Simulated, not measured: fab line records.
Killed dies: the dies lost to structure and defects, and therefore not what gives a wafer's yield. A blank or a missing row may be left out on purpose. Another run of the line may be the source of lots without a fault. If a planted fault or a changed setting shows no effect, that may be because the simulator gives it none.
Code-filled problem report in 8D (eight disciplines) form	flow n5_finfet	the parts of the form that need people (team, actions taken, sign-off) are left out

1. WHAT IS WRONG
Mean of spin_speed_rpm at N5_BEOL_M5_COAT_66: 1444.4 rpm across 6 wafers in 2 lots; on wafers with no fault it is 1500.0 rpm (standard deviation 1). Measured from the usual mean, that is -56 standard deviations.
The step: time 60 s, resist thk 12 nm.
First observed at day 11 09:39: wafer L425.2, on litho_track-05. At this step, 33 wafers from 11 lots have a number in the record. The rule behind "out" and "out of limits": a value lying over 4 standard deviations away from the usual mean. All remaining wafers that have a number are taken as sound.

2. WHAT IT IS; WHAT IT IS NOT
question	is	is not
which readings at this step	spin_speed_rpm	heater_power_total_W
which lots	L425, L427	L411, L417, L418, L419, L421, L422, L423, L424, L431
which wafers of those lots	all that have a number	-
read on which tools	litho_track-05	litho_track-02, litho_track-03
when	from day 11 09:39	up to then (21 sound wafers); but 6 sound wafers of L424, L431 came after

3. WHAT RULES OUT EACH SUSPECT
Counting: a tool at any process step up to the reading remains a suspect when it ran all the lots that are out and ran no sound lot after the first of those.
- litho_track-05 at N5_BEOL_M5_COAT_66 (time 60 s, resist thk 12 nm): kept. It ran every lot that is out, first L425 (day 11 09:39), and no sound lot after that; its last sound lot up to then is L422 (day 10 18:32). Out on those wafers are its own readings of spin_speed_rpm.
Remaining after the count: litho_track-05 at N5_BEOL_M5_COAT_66.

4. THE CAUSE (what the simulator had put in)
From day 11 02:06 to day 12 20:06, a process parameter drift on litho_track-05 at N5_BEOL_M5_COAT_66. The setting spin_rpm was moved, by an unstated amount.
The count eliminated every tool but this one.

5. THE CHAIN OF EFFECTS, in route order
Rows list readings where the struck wafers' mean (over those with a number) sits beyond 3 standard deviations from the usual. Only readings for which the record gives a usual standard deviation are gone through. hours: the time from each lot's start at the first step in this table that gives one to its start at this step, as a median over the lots. sigmas: the change in usual standard deviations.
hours	step	reading	usual	on struck wafers	change	sigmas
0	N5_BEOL_M5_COAT_66	spin_speed_rpm	1500.0 rpm	1444.4	-55.6	-56
The process steps in it:
- N5_BEOL_M5_COAT_66: time 60 s, resist thk 12 nm.
Later measuring or inspecting steps at which every struck wafer that the step has a row for has a number for every such reading, and none has moved that far: N5_BEOL_M5_INSPECT_30.

6. HOW IT WOULD HAVE BEEN CAUGHT EARLIER
In this record no reading fell out of limits until day 11 09:39, 8 hours after the fault had begun at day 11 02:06.
